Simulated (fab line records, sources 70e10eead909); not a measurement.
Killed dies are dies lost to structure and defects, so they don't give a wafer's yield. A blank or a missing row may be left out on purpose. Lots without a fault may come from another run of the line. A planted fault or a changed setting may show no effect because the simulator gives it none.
Chamber matching | flow nand_harc | NHARC_A_BONDPAD_DESCUM_11 on rie_diel-10: 4 sister chambers
The step chemistry O2, time 3 s. 8 wafers are shown with their chamber, then 8 later ones without.

WAFERS WITH THEIR CHAMBER
wafer  | chamber | drypump_motor_current_A (A) | oes_product_au (a.u.)
L642.3 | 0       | 6.2                         | 1.023
L641.1 | 2       | 5.6                         | 0.989
L641.2 | 1       | 6.8                         | 0.996
L641.4 | 3       | 6.3                         | 0.999
L652.1 | 2       | 5.6                         | 1.021
L652.3 | 1       | 6.7                         | 0.993
L652.4 | 0       | 6.2                         | 1.019
L653.3 | 3       | 6.3                         | 0.988

WAFERS WITHOUT THEIR CHAMBER
wafer  | drypump_motor_current_A (A) | oes_product_au (a.u.)
L653.4 | 5.5                         | 1.018
L653.5 | 6.2                         | 1.005
L655.3 | 6.3                         | 1.001
L655.5 | 6.3                         | 0.998
L655.6 | 6.2                         | 1.003
L656.1 | 5.5                         | 1.009
L656.5 | 6.3                         | 1.013
L656.6 | 5.6                         | 1.002

WHICH CHAMBER EACH WENT THROUGH
wafer  | from the rows above     | in truth
L653.4 | 2                       | 2
L653.5 | can't be placed: 0 or 3 | 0
L655.3 | 3                       | 3
L655.5 | 3                       | 3
L655.6 | can't be placed: 0 or 3 | 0
L656.1 | 2                       | 2
L656.5 | can't be placed: 3 or 0 | 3
L656.6 | 2                       | 2
Placed correctly: 5 of 8. Can't be placed from these rows: 3 (the true chamber is among the candidates in 3). Placed wrongly: 0.
How it was worked out, from the rows above alone: a wafer's distance from a chamber is the root of the sum, over the readings, of the square of ((its reading less the chamber's mean) divided by the reading's scatter). The wafer belongs to the nearest chamber; if the next one is less than 2 further off, it can't be placed. A chamber's mean is the mean of its shown wafers. The scatter: the root of (the sum of the squares of (reading less its chamber's mean) over the shown wafers, divided by (wafers less chambers)).
